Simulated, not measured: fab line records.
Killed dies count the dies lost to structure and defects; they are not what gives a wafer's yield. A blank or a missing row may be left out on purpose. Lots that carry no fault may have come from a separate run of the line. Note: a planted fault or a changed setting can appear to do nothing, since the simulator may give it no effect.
Which of the tools did it? -- flow n5 finfet -- 9 lots, 27 wafers sampled, at 7 steps of a route of 1938

## WHAT EACH GAUGE READ, for each wafer
N5_BEOL_M6_OVL_MEAS_12.
lot,measured,on,M6_OVL (nm)
L934,day 9 09:43,overlay-02,-0.5 0.4 -1.0
L936,day 9 19:28,overlay-02,-0.3 0.2 0.3
L937,day 10 07:53,overlay-02,-0.5 -0.3 -1.0
L939,day 10 19:01,overlay-01,-1.4 -0.1 -0.9
L946,day 12 14:17,overlay-01,0.0 1.5 0.9
L949,day 13 17:31,overlay-02,-0.9 -1.0 -0.4
L950,day 13 23:35,overlay-02,-1.3 -0.4 -0.6
L951,day 14 02:13,overlay-02,0.1 0.9 0.6
L952,day 14 04:55,overlay-02,-0.2 -0.7 0.3

N5_BEOL_M6_OVL_MEAS_29.
lot,measured,on,V5_OVL (nm)
L934,day 9 10:46,overlay-02,-0.5 -0.4 0.2
L936,day 9 23:35,overlay-01,0.5 0.7 1.6
L937,day 10 09:02,overlay-02,1.1 1.1 1.2
L939,day 10 22:09,overlay-02,0.8 0.8 0.2
L946,day 12 18:53,overlay-02,-0.1 -1.3 -1.3
L949,day 13 20:38,overlay-01,0.7 0.2 0.4
L950,day 14 01:00,overlay-02,0.1 -0.1 0.7
L951,day 14 04:10,overlay-02,-0.4 0.6 0.4
L952,day 14 07:02,overlay-01,-0.4 -0.2 0.2

N5_BEOL_M6_OCD_MEAS_38.
lot,measured,on,trench depth nm (nm)
L934,day 9 11:17,ocd-01,93.4 96.0 94.9
L936,day 10 00:06,ocd-01,86.1 87.5 87.3
L937,day 10 09:53,ocd-01,89.2 88.3 89.1
L939,day 10 22:40,ocd-01,94.6 92.2 95.9
L946,day 12 19:23,ocd-01,92.1 93.0 94.2
L949,day 13 21:37,ocd-02,92.5 92.5 96.5
L950,day 14 02:10,ocd-01,96.3 92.7 92.8
L951,day 14 05:02,ocd-02,92.7 94.2 93.9
L952,day 14 07:34,ocd-02,96.4 93.3 93.9

N5_BEOL_M6_THK_MEAS_53: measures by xrf.
lot,measured,on,M6_THK (nm)
L934,day 9 13:22,film metro-02,79.5 80.9 80.3
L936,day 10 02:34,film metro-02,71.1 74.5 74.8
L937,day 10 12:10,film metro-01,74.4 74.4 75.8
L939,day 11 01:22,film metro-02,82.9 80.4 83.0
L946,day 12 21:43,film metro-01,77.0 77.8 78.8
L949,day 14 00:08,film metro-01,79.3 79.8 81.5
L950,day 14 05:59,film metro-01,81.9 78.8 79.7
L951,day 14 08:52,film metro-02,81.1 80.3 80.3
L952,day 14 10:44,film metro-02,85.0 82.1 83.4

N5_BEOL_M6_RS_MEAS_57: a four-point-probe measurement.
lot,measured,on,M6_RS (ohm/sq)
L934,day 9 13:30,film metro-02,0.292 0.287 0.289
L936,day 10 02:41,film metro-01,0.329 0.312 0.310
L937,day 10 12:18,film metro-02,0.316 0.315 0.311
L939,day 11 01:30,film metro-01,0.276 0.289 0.277
L946,day 12 21:51,film metro-02,0.303 0.300 0.295
L949,day 14 00:16,film metro-02,0.288 0.288 0.279
L950,day 14 06:07,film metro-01,0.282 0.294 0.290
L951,day 14 08:59,film metro-02,0.287 0.291 0.292
L952,day 14 10:52,film metro-02,0.273 0.284 0.279

## TOOL THAT RAN EACH LOT (tool first, then ch and the chambers of the sampled wafers, then the start)
lot,N5_BEOL_M6_ETCH_61,N5_BEOL_M6_TRENCH_ETCH_37
L934,"rie diel-06 ch 1,2, day 9 09:53","rie diel-06 ch 1,2, day 9 11:08"
L936,"rie diel-06 ch 0,2,3, day 9 19:34","rie diel-06 ch 1,3, day 9 23:56"
L937,"rie diel-01 ch 2,3, day 10 08:01","rie diel-06 ch 0,1, day 10 09:43"
L939,"rie diel-06 ch 2,3, day 10 19:07","rie diel-01 ch 0,1,3, day 10 22:31"
L946,"rie diel-06 ch 2,3, day 12 14:23","rie diel-03 ch 1,2,3, day 12 19:14"
L949,"rie diel-06 ch 0,2,3, day 13 17:36","rie diel-06 ch 0,2,3, day 13 21:27"
L950,"rie diel-01 ch 1,2,3, day 13 23:40","rie diel-06 ch 2,3, day 14 02:01"
L951,"rie diel-01 ch 1,2,3, day 14 02:23","rie diel-06 ch 1,3, day 14 04:52"
L952,"rie diel-06 ch 0,2, day 14 05:39","rie diel-06 ch 1,2, day 14 07:25"
- N5_BEOL_M6_ETCH_61: etches SiARC in CF4, target depth 45.5 nm, time 75.8 s.
- N5_BEOL_M6_TRENCH_ETCH_37: etches SiCOH lowk in C4F6/O2, target depth 94.435 nm, time 31.5 s.

## WHAT THE TOOLS THEMSELVES READ (means of the sampled wafers that have a number; where no wafer has one, the mark that the record gives instead)
N5_BEOL_M6_ETCH_61.
lot,tool,drypump motor current A (A),etch rf on time s (s),oes product au (a.u.),rf fwd power W (W),rf vpp V (V),showerhead plenum p Torr (Torr),throttle valve pct (%)
L934,rie diel-06,5.3,75.7,0.67,538.7,184.0,2.13,15.66
L936,rie diel-06,5.1,75.1,0.66,537.9,183.7,2.11,15.59
L937,rie diel-01,6.0,75.5,0.69,536.4,186.0,2.25,15.53
L939,rie diel-06,5.1,75.1,0.68,541.5,183.0,2.06,15.54
L946,rie diel-06,5.0,76.6,0.66,537.4,182.9,2.06,15.43
L949,rie diel-06,5.1,76.0,0.63,539.3,183.2,2.10,15.66
L950,rie diel-01,5.8,77.2,0.68,538.0,183.7,2.19,15.61
L951,rie diel-01,5.8,76.2,0.68,537.1,183.8,2.19,15.60
L952,rie diel-06,5.1,75.3,0.61,540.8,184.8,2.14,15.88

N5_BEOL_M6_TRENCH_ETCH_37.
lot,tool,O2_flow_sccm (sccm),drypump motor current A (A),oes_f_703_au (a.u.),oes product au (a.u.),rf fwd power W (W),rf vpp V (V),showerhead plenum p Torr (Torr),throttle valve pct (%)
L934,rie diel-06,9.991,5.3,0.78,0.79,340.8,676,2.83,21.00
L936,rie diel-06,9.992,5.2,0.60,0.75,279.0,749,2.84,20.83
L937,rie diel-06,10.022,5.3,0.58,0.73,277.3,740,2.90,21.05
L939,rie diel-01,10.007,5.9,0.82,0.81,339.5,664,2.86,20.80
L946,rie diel-03,10.011,5.5,0.76,0.77,339.5,667,2.78,20.94
L949,rie diel-06,10.014,5.0,0.74,0.74,340.7,666,2.79,20.93
L950,rie diel-06,9.970,5.0,0.76,0.76,339.4,674,2.73,20.74
L951,rie diel-06,10.007,5.2,0.74,0.75,340.3,677,2.82,20.91
L952,rie diel-06,10.003,5.3,0.74,0.75,340.2,675,2.81,21.07

## THE ANSWER, worked out from the rows above alone
Rule: what is usual is taken from the lots themselves. The widest of any qualifying gaps counts: lots, ordered by their means at a reading, are off when they make up no more than a third of the lots, leave a main group of 4 or more, and stand apart from it by 3 or more times the standard deviation of that group's means. If all means in a main group match to the digits the tables above print for the reading, that group is not used. A lot without any number at a reading at which 4 lots or more have one is off too. Any other lot the step has rows for is counted as sound. The gauges are gone through in route order, then the tools' own readings, and for those a lot's mean is taken as printed above. The first step at which some lot is off is used, and at that step the reading that is off furthest; a lot without a number counts as furthest.
Off at N5_BEOL_M6_OCD_MEAS_38 (trench depth nm): L936, L937. Mean 94.0 nm and standard deviation 0.52 in the main group.
A tool fits if, at a process step before that reading, it ran every lot that is off, and no sound lot after the first of them. Not tried: the gauges at N5_BEOL_M6_OCD_MEAS_38; whatever is off there is also off at N5_BEOL_M6_TRENCH_ETCH_37, on other tools, and gauge error can't account for it. Not one of the candidates tried fits.

## WHAT THE SIMULATOR PUT IN
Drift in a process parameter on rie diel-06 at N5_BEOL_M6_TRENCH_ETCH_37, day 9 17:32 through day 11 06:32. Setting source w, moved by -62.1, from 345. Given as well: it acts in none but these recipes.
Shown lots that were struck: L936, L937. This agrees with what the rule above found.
